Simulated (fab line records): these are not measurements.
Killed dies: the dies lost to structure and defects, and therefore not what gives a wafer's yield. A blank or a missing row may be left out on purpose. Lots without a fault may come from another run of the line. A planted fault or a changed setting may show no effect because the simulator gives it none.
fab line records | flow n5-finfet
[record] lots = 4 wafers = 12 last-day = 18
route steps=1938 shown BEOL_M2@870 PASSIVATION@1936
lots that met no fault: from a run of the same line without faults
start-h: hours from the record's opening day to when the first of the lot's shown wafers began | wait-h: hours elapsed since this lot's preceding step | " the same as in the row above | L1.1+2: a row that stands for several wafers | - no value, or no start given | * or withheld: withheld | < > ~ a bound
route shown NAME@n: a module of which the file shows steps, and the number in the route of the first | usual: mean and standard deviation over wafers with no fault | same: alike in all rows | chamber/n: place in a boat | sites: the reading at each site | _std_site: how widely they spread, as a standard deviation | _edge_site: inner sites' mean taken away from outer sites' mean | radius-mm: how far each site lies from the wafer's centre | mask NAME#n: copy n | behind: the most recent tool/chamber to have shaped the wafer | hold: cause of the lot's hold/its duration in hours/its outcome | device: transistor that didn't switch, given as n, p or np | end of line: tests of these same wafers at the route's end | a step without rows: its recipe alone | killed: count of dies lost to structure and defects at first sort (not the wafer's yield) | map: shows each die of a wafer: x if killed, . if not, _ if none is there
set.NAME: the setting the step ran with; set.NAME@STEP: the setting that earlier step ran with | model.NAME: the simulator's own value behind a step, which no gauge read
a table for each step, a row for each wafer; lots at some steps of the route
services: a tool's chamber out of use, with start hour (start-h, from the record's first day; less than 0 if before it), hours out, and reason
[[steps]]
[step N5_BEOL_M2_COAT_22]
[recipe] resist = CAR-EUV spin-rpm = 1500 resist-thk-nm = 30
[step N5_BEOL_M2_EBR_24]
[recipe] solvent = PGMEA ebr-width-mm = 1.5
[step N5_BEOL_M2_SOFTBAKE_23]
[recipe] temp-c = 110 time-s = 60 resist = CAR-EUV
[step N5_BEOL_M2_EXPOSE_25]
[recipe] mask-id = V1 na = 0.33 source-shape = quasar sigma-inner = 0.2 sigma-outer = 0.8 polarization = unpolarized defocus-nm = 5 dose-mj = 63
[step N5_BEOL_M2_PEB_26]
[recipe] peb-temp-c = 100 peb-time-s = 60 resist = CAR-EUV
[step N5_BEOL_M2_DEVELOP_27]
[recipe] develop-time-s = 30 developer = TMAH resist = CAR-EUV rinse-liquid = surfactant-rinse dry = air-spin dev-temp-c = 23
[step N5_BEOL_M2_DESCUM_33]
[recipe] chemistry = O2 time-s = 7 source-power-w = 50 bias-power-w = 20 pressure-mtorr = 20 rf-frequency-hz = 2.712e+07 temp-c = 40 resist = CAR-EUV o2-flow-sccm = 225
[step N5_BEOL_M2_ETCH_77]
[recipe] chemistry = N2/H2 target = underlayer target-depth-a = 65 mask-material = CAR-EUV time-s = 5.2 ion-energy-ev = 200 pressure-mtorr = 30 source-w = 840 bias-w = 150 n2-flow-sccm = 200 h2-flow-sccm = 200 ends = cleared
[step N5_BEOL_M2_ETCH_69]
[recipe] chemistry = CF4 target = SiARC target-depth-a = 156 mask-material = CAR-EUV time-s = 26 ion-energy-ev = 80 pressure-mtorr = 40 source-w = 545 bias-w = 36 Ar_flow_sccm = 100 cf4-flow-sccm = 100 ends = cleared
[step N5_BEOL_M2_ALD_98]
[recipe] material = SiO2 target-thk-a = 25 temp-c = 100 ald-precursor-family = BDEAS ald-co-reactant = O2-plasma pulse-time-s = 1 co-reactant-pulse-time-s = 1 purge-time-s = 2 co-reactant-purge-time-s = 2 ald-cycles = 17 pressure-torr = 2
[usual] heater-power-w = 77/5 precursor-pulse-height-rel = 1.002/0.021
// columns lot.wafer tool chamber start-h wait-h heater-power-w precursor-pulse-height-rel
L146.2 ald-sin-02 0 145.28 0.1 89 0.985
L146.3 " 2 " " 71 1.015
L146.4 " 1 " " 77 0.985
L154.1 ald-sin-01 0 193.48 0.1 78 1.004
L154.3 " 1 " " 75 0.974
L154.4 " 2 " " 82 1.013
L164.2 ald-sin-01 1 270.97 0.5 76 0.984
L164.3 " 2 " " 81 1.010
L164.6 " 2 " " 83 1.025
L167.1 ald-sin-01 0 275.34 0.2 78 1.013
L167.4 " 2 " " 82 1.023
L167.5 " 1 " " 75 0.986
[step N5_BEOL_M2_ETCHBACK_99]
[recipe] chemistry = CHF3 target = SiO2 target-depth-a = 50 time-s = 10.4 source-w = 215 bias-w = 47 Ar_flow_sccm = 200 CHF3_flow_sccm = 12 ion-energy-ev = 100 pressure-mtorr = 30
[step N5_BEOL_M2_ETCH_70]
[recipe] chemistry = N2/H2 target = SOC target-depth-a = 800 overetch-a = 240 mask-material = SiARC temp-c = 40 time-s = 130 ion-energy-ev = 200 pressure-mtorr = 30 source-w = 840 bias-w = 150 n2-flow-sccm = 200 h2-flow-sccm = 200
[step N5_BEOL_M2_STRIP_71]
[recipe] chemistry = N2/H2 temp-c = 40 n2-flow-sccm = 200 h2-flow-sccm = 200 rf-frequency-hz = 6e+07
[step N5_BEOL_M2_STRIP_78]
[recipe] chemistry = N2/H2 temp-c = 40 n2-flow-sccm = 200 h2-flow-sccm = 200 rf-frequency-hz = 6e+07
[step N5_BEOL_M2_VIA_ETCH_34]
[recipe] chemistry = C4F6/O2 target-depth-a = 694 mask-material = SOC pressure-mtorr = 15 ion-energy-ev = 250 taper-deg = 4 time-s = 65.9 source-w = 350 bias-w = 170 Ar_flow_sccm = 300 C4F6_flow_sccm = 10 O2_flow_sccm = 10
[step N5_BEOL_M2_STRIP_83]
[recipe] chemistry = C4F6/O2 resist = SiARC rf-frequency-hz = 6e+07
[step N5_BEOL_M2_STRIP_36]
[recipe] chemistry = N2/H2 power-w = 450 temp-c = 40 pressure-mtorr = 20 rf-frequency-hz = 6e+07 overash-fraction = 0.3 bias-power-w = 7 h2-frac = 0.5 n2-flow-sccm = 200 h2-flow-sccm = 200
[step N5_BEOL_M2_TRENCH_ETCH_37]
[recipe] chemistry = C4F6/O2 target-depth-a = 555.55 target = SiOC time-s = 29.2 ion-energy-ev = 250 pressure-mtorr = 30 source-w = 355 bias-w = 185 Ar_flow_sccm = 300 C4F6_flow_sccm = 10 O2_flow_sccm = 10
[step N5_BEOL_M2_ETCH_41]
[recipe] chemistry = CH3F/O2 target = SiCN target-depth-a = 299 taper-deg = 2 time-s = 52.5 ion-energy-ev = 120 mask-material = TiN pressure-mtorr = 30 source-w = 395 bias-w = 75 Ar_flow_sccm = 150 CH3F_flow_sccm = 30 O2_flow_sccm = 20
[step N5_BEOL_M2_STRIP_97]
[recipe] chemistry = N2/H2 time-s = 10 power-w = 450 temp-c = 40 pressure-mtorr = 20 rf-frequency-hz = 6e+07 bias-power-w = 7 n2-flow-sccm = 200 h2-flow-sccm = 200
[step N5_BEOL_M2_HM_STRIP_39]
[recipe] chemistry = peroxide-tin-strip material = TiN target-depth-a = 250 temp-c = 50 time-s = 158
[step N5_BEOL_M2_SRD_40]
[recipe] time-s = 30 temp-c = 23 rinse-liquid = diw dry = ipa-marangoni
[step N5_BEOL_M2_PRECLEAN_42]
[recipe] chemistry = residue-remover time-s = 60 temp-c = 40
[step N5_BEOL_M2_SRD_43]
[recipe] time-s = 30 temp-c = 23 rinse-liquid = diw dry = ipa-marangoni
[step N5_BEOL_M2_DEGAS_44]
[recipe] ambient = vacuum temp-c = 250 time-s = 60
[step N5_BEOL_M2_PRE_CLEAN_45]
[recipe] gas = H2/He time-s = 30 temp-c = 250
[step N5_BEOL_M2_ALD_84]
[recipe] material = TaN target-thk-a = * temp-c = 275 ald-precursor-family = PDMAT ald-co-reactant = NH3 pressure-torr = 3 carrier-flow-sccm = 1500 pulse-time-s = 2 purge-time-s = 3 co-reactant-purge-time-s = 2 co-reactant-pulse-time-s = 3 ald-cycles = 30 precursor-vessel-temp-c = 75 precursor-vessel-pressure-torr = 26.25 precursor-vessel-carrier-sccm = 1000
[step N5_BEOL_M2_SURFACE_TREAT_85]
[recipe] gas = Ar time-s = * ion-energy-ev = * ion-current-ma-cm2 = 0.5 pressure-mtorr = * ar-flow-sccm = 30
[step N5_BEOL_M2_CVD_47]
[recipe] material = Co target-thk-a = 30 temp-c = withheld precursor = CCTBA/H2 pressure-torr = 30 time-s = 223.8
[step N5_BEOL_M2_SPUTTER_48]
[recipe] material = Cu target-thk-a = 45 temp-c = -20 chamber-pressure-pa = 0.07 power-w = withheld time-s = 8.29
[step N5_BEOL_M2_ANNEAL_49]
[recipe] temp-c = 400 time-s = 240 ambient = vacuum
[step N5_BEOL_M2_SPUTTER_79]
[recipe] material = Cu target-thk-a = 45 temp-c = -20 chamber-pressure-pa = 0.07 power-w = withheld time-s = 8.29
[step N5_BEOL_M2_ANNEAL_80]
[recipe] temp-c = 400 time-s = 240 ambient = vacuum
[step N5_BEOL_M2_SPUTTER_81]
[recipe] material = Cu target-thk-a = 45 temp-c = -20 chamber-pressure-pa = 0.07 power-w = withheld time-s = 8.29
[step N5_BEOL_M2_ANNEAL_82]
[recipe] temp-c = 400 time-s = 240 ambient = vacuum
[step N5_BEOL_M2_SPUTTER_86]
[recipe] material = Cu target-thk-a = 45 temp-c = -20 chamber-pressure-pa = 0.07 power-w = withheld time-s = 8.29
[step N5_BEOL_M2_ANNEAL_87]
[recipe] temp-c = 400 time-s = 240 ambient = vacuum
[step N5_PASSIVATION_PROBE_49]
[usual] defect-limited-yield = 91.4/1.3 killed_at_M0_to_M3 = 34/10 killed_at_M4_up = 14/5.6 killed-at-contacts = 13/5.9 killed-at-front-end = 37/9.9 killed-at-other = 3.5/2.8 killed-dies = 101/15 killed-open = 67/12 killed-short = 32/6.6 sort_bin_5_function = 5.0/0.81 sort_bin_6_memory = 3.2/0.66 sort-n-pass = 1079/15 sort-yield-pct = 91.4/1.3
[same] gross-dies = 1180 killed-at-back-side = 0 sort_bin_4_leakage[%] = 0 sort_bin_8_speed[%] = 0
// columns lot.wafer tool chamber start-h wait-h defect-limited-yield[%] killed_at_M0_to_M3 killed_at_M4_up killed-at-contacts killed-at-front-end killed-at-other killed-dies killed-open killed-short sort_bin_5_function[%] sort_bin_6_memory[%] sort-n-pass sort-yield-pct[%]
L164.2 prober-02 - 418.70 0.6 81.8 131 20 11 52 1 215 81 34 10.9 6.2 965 81.8
L164.3 prober-02 - 418.75 0.7 82.7 116 28 27 31 2 204 84 24 11.2 5.2 976 82.7
L164.6 prober-02 - 418.90 0.8 82.3 121 27 12 45 4 209 94 26 11.3 4.7 971 82.3
L167.1 prober-02 - 423.56 0.0 82.6 118 26 16 45 0 205 84 41 11.4 5.0 975 82.6
L167.4 prober-02 - 423.71 0.2 83.9 123 14 19 32 2 190 71 34 10.3 4.7 990 83.9
L167.5 prober-02 - 423.76 0.2 82.1 156 7 13 35 0 211 67 36 10.6 5.1 969 82.1
// killed by level:class
L164.2 BEOL_M2:unspecified=100 STI_FIN_REVEAL:geometric-particle:open=15 FIN_SAQP:geometric-particle:open=13 BEOL_M4:geometric-particle:open=11 BEOL_M3:geometric-particle:open=10 MOL_CONTACT_COAG:geometric-particle:open=7 FIN_SAQP:geometric-particle:short=6 BEOL_M0_SAQP:geometric-particle:short=5
L164.3 BEOL_M2:unspecified=95 MOL_CONTACT_COAG:geometric-particle:open=23 BEOL_M4:geometric-particle:open=16 DUMMY_GATE:geometric-particle:open=9 FIN_SAQP:geometric-particle:open=5 MOL_CONTACT_COAG:geometric-particle:short=4 BEOL_M0_SAQP:geometric-particle:open=4 BEOL_M2:geometric-particle:open=4
L164.6 BEOL_M2:unspecified=87 STI_FIN_REVEAL:geometric-particle:open=15 BEOL_M2:geometric-particle:open=13 BEOL_M4:geometric-particle:open=11 MOL_CONTACT_COAG:geometric-particle:open=11 BEOL_M3:geometric-particle:open=9 FIN_SAQP:geometric-particle:open=6 DUMMY_GATE:geometric-particle:open=6
L167.1 BEOL_M2:unspecified=80 FIN_SAQP:geometric-particle:open=13 MOL_CONTACT_COAG:geometric-particle:open=10 BEOL_M3:geometric-particle:open=10 BEOL_M4:geometric-particle:open=9 DUMMY_GATE:geometric-particle:open=8 FIN_SAQP:geometric-particle:short=7 BEOL_M0_SAQP:geometric-particle:open=7
L167.4 BEOL_M2:unspecified=84 MOL_CONTACT_COAG:geometric-particle:open=16 FIN_SAQP:geometric-particle:open=11 BEOL_M2:geometric-particle:open=9 BEOL_M0_SAQP:geometric-particle:short=7 GATE_CUT:geometric-particle:short=6 BEOL_M0_SAQP:geometric-particle:open=6 BEOL_M1:geometric-particle:open=6
L167.5 BEOL_M2:unspecified=108 BEOL_M1:geometric-particle:open=12 BEOL_M0_SAQP:geometric-particle:short=9 BEOL_M3:geometric-particle:open=9 FIN_SAQP:geometric-particle:open=8 BEOL_M2:geometric-particle:open=8 MOL_CONTACT_COAG:geometric-particle:open=7 FIN_SAQP:geometric-particle:short=7
// map L164.2 (x killed, . not)
_________________............________________
______________.......x.........._____________
___________......x.............x..x__________
__________..........x...x..xx......._________
________...........x........x......x.._______
_______...........x....................______
______x......xx........x......x.x......._____
_____....xx..x...x.....x.................____
____..........x......x......x..........x.x___
___.x......x.......x.............x.........__
___..........................x..xx.xx.x.x..__
__..x........x.....x.......x.x.............._
__.....................x....x..............._
_.........x............x............x........
_......x........x...x.....x..x..........x....
_.x...................x...............x......
_...x.x............x..........x..............
_.x.x...............xx............x..........
_...................xx....xxx....x..........x
_.x...........xx..xxxxx.xxxx.................
_x........x.....x..xxxxxxx.x.xx.x............
__..............xx.xxxxxxxxx.x....x........x_
__....x........x..xxxxxxxxxx..x..x...x..x..._
___.x.x.....x.....xxxxxxxxxxxx........x....__
___................x.xxxxxxxx..............__
____..x...........xxxxxxxxxx..x...........___
_____..........x..x.xxxxxxxxxx...xx......____
______.x...x......xxxxxxxxx............._____
_______..x.........xx..x..x.x......x...______
________.....xx.x.......x...xx.x....x._______
__________.x.x......................_________
___________.......x......x.........__________
______________..x.....x.x..x...._____________
_________________............________________
// map L167.5 (x killed, . not)
_________________..........x.________________
______________.........x........_____________
___________x........x....x.....x...__________
__________.........................._________
________...x.........x..........x....._______
_______..........x.....................______
______xx.......x......x.........xx...x.._____
_____.....x..............x..........x..x.____
____.......x...........................x..___
___.........x..............x......x........__
___...........x........x.x...........x.....__
__..........x..........x....xx......x..x...._
__..x..............x.x......................_
_.......................x.........x..........
_....................x.........x....x..x.....
_........x........................xx.......xx
_..........x....x...........x..x.....xx......
_...............xx..x...x....................
_...........x...........xx.......x...........
_.....x...........x.xxxxxx..xx...............
_...............x.xxxxxxxxx...x...x..x.......
__............xx..xxxxxxxxxx................_
__...x...........x.xxxxxxxxxx..x...x........_
___x.........xx..xxxxxxxxxxxxx.........x...__
___.x......x.......xxxxxxxxx...x.x..x......__
____.x........xx..xxxxxxxxxxxxx..x.......x___
_____.......xxx...xxxxxxxxxxx............____
______..........x.xxxxxxxxxx............_____
_______...x.....x.....xxxxx.xx....x.x..______
________.....x....x..x....x..x....xxxx_______
__________.........x................_________
___________........................__________
______________.x.......x.x......_____________
_________________............________________
[[services]]
// columns tool chamber start-h hours kind
ald-sin-01 - 157.02 14.6 pm
ald-sin-01 - 176.75 14.0 pm
ald-sin-01 0 176.75 14.0 vent-cycle
ald-sin-01 1 176.75 14.0 vent-cycle
ald-sin-01 2 176.75 14.0 vent-cycle
ald-sin-01 3 176.75 14.0 vent-cycle
ald-sin-01 0 190.75 - clean
ald-sin-01 1 190.75 - clean
ald-sin-01 2 190.75 - clean
ald-sin-01 3 190.75 - clean
ald-sin-01 2 197.06 3.2 repair
ald-sin-02 - 268.31 14.0 pm
ald-sin-02 0 268.31 14.0 vent-cycle
ald-sin-02 1 268.31 14.0 vent-cycle
ald-sin-02 2 268.31 16.9 vent-cycle
ald-sin-02 3 268.31 14.0 vent-cycle
[[key]]
[first-sign] step = N5_PASSIVATION_PROBE_49 reading = killed_at_M0_to_M3 direction = up sigmas = 9 usual = 34 struck = 128
[effect] step = N5_PASSIVATION_PROBE_49 reading = defect-limited-yield direction = down sigmas = 6.9 usual = 91.4 struck = 82.6
[more-kills-born-at] N5_BEOL_M2_ALD_98@ald-sin-01 = 554
met-at N5_BEOL_M2_ALD_98
struck-wafers L164.2,L164.3,L164.6,L167.1,L167.4,L167.5
onset-between 193.48 270.97
also-fits time
[fault] kind = chamber-particle-source tool = ald-sin-01 chamber = - onset-h = 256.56 steps = N5_BEOL_M2_ALD_98 rate-per-visit-cm2 = 0.41864 end-h = 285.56
